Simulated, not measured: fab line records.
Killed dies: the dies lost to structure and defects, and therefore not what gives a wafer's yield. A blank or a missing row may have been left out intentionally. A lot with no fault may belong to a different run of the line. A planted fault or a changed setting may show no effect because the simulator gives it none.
Matching of chambers || flow nandHarc || NHARC_A_BLC_CMP_25 on cmp-04 has 4 sister chambers
The step polishes, t overpolish 30 s, target thk 150 nm. 8 wafers are shown with their chamber, then 7 later ones without.

## WAFERS WITH THEIR CHAMBER
{"wafer": "L079.6", "chamber": 1, "motorCurrentA (A)": 11.7, "overpolishRunS (s)": 30.010}
{"wafer": "L082.4", "chamber": 0, "motorCurrentA (A)": 13.6, "overpolishRunS (s)": 30.009}
{"wafer": "L082.6", "chamber": 2, "motorCurrentA (A)": 11.6, "overpolishRunS (s)": 29.997}
{"wafer": "L084.3", "chamber": 2, "motorCurrentA (A)": 11.3, "overpolishRunS (s)": 29.983}
{"wafer": "L084.4", "chamber": 3, "motorCurrentA (A)": 10.1, "overpolishRunS (s)": 30.007}
{"wafer": "L084.6", "chamber": 1, "motorCurrentA (A)": 11.5, "overpolishRunS (s)": 30.014}
{"wafer": "L087.2", "chamber": 0, "motorCurrentA (A)": 12.7, "overpolishRunS (s)": 29.999}
{"wafer": "L087.3", "chamber": 3, "motorCurrentA (A)": 10.5, "overpolishRunS (s)": 29.993}

## WAFERS WITHOUT THEIR CHAMBER
{"wafer": "L087.5", "motorCurrentA (A)": 11.7, "overpolishRunS (s)": 30.010}
{"wafer": "L089.1", "motorCurrentA (A)": 10.8, "overpolishRunS (s)": 29.999}
{"wafer": "L089.2", "motorCurrentA (A)": 12.3, "overpolishRunS (s)": 30.001}
{"wafer": "L089.6", "motorCurrentA (A)": 13.1, "overpolishRunS (s)": 30.009}
{"wafer": "L095.2", "motorCurrentA (A)": 11.4, "overpolishRunS (s)": 30.013}
{"wafer": "L095.4", "motorCurrentA (A)": 13.0, "overpolishRunS (s)": 30.018}
{"wafer": "L095.6", "motorCurrentA (A)": 10.6, "overpolishRunS (s)": 30.007}

## CHAMBER TAKEN BY EACH
{"wafer": "L087.5", "from the rows above": 1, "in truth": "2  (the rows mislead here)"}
{"wafer": "L089.1", "from the rows above": "can't be placed: 3 or 2 or 1", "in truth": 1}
{"wafer": "L089.2", "from the rows above": "can't be placed: 0 or 1 or 2", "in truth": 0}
{"wafer": "L089.6", "from the rows above": 0, "in truth": 0}
{"wafer": "L095.2", "from the rows above": 1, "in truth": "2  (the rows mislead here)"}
{"wafer": "L095.4", "from the rows above": 0, "in truth": 0}
{"wafer": "L095.6", "from the rows above": "can't be placed: 3 or 1 or 2", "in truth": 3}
Placed correctly: 2 of 7. These rows do not allow placing 3 (true chamber among the candidates in 3). 2 placed wrongly.
How it was worked out, from the rows above alone: a wafer's distance from a chamber is the root of the sum, over the readings, of the square of ((its reading less the chamber's mean) divided by the reading's scatter). The wafer belongs to the nearest chamber; if the next one is less than 2 further off, it can't be placed. The mean given for a chamber averages the wafers shown for that chamber. The scatter: the root of (the sum of the squares of (reading less its chamber's mean) over the shown wafers, divided by (wafers less chambers)).
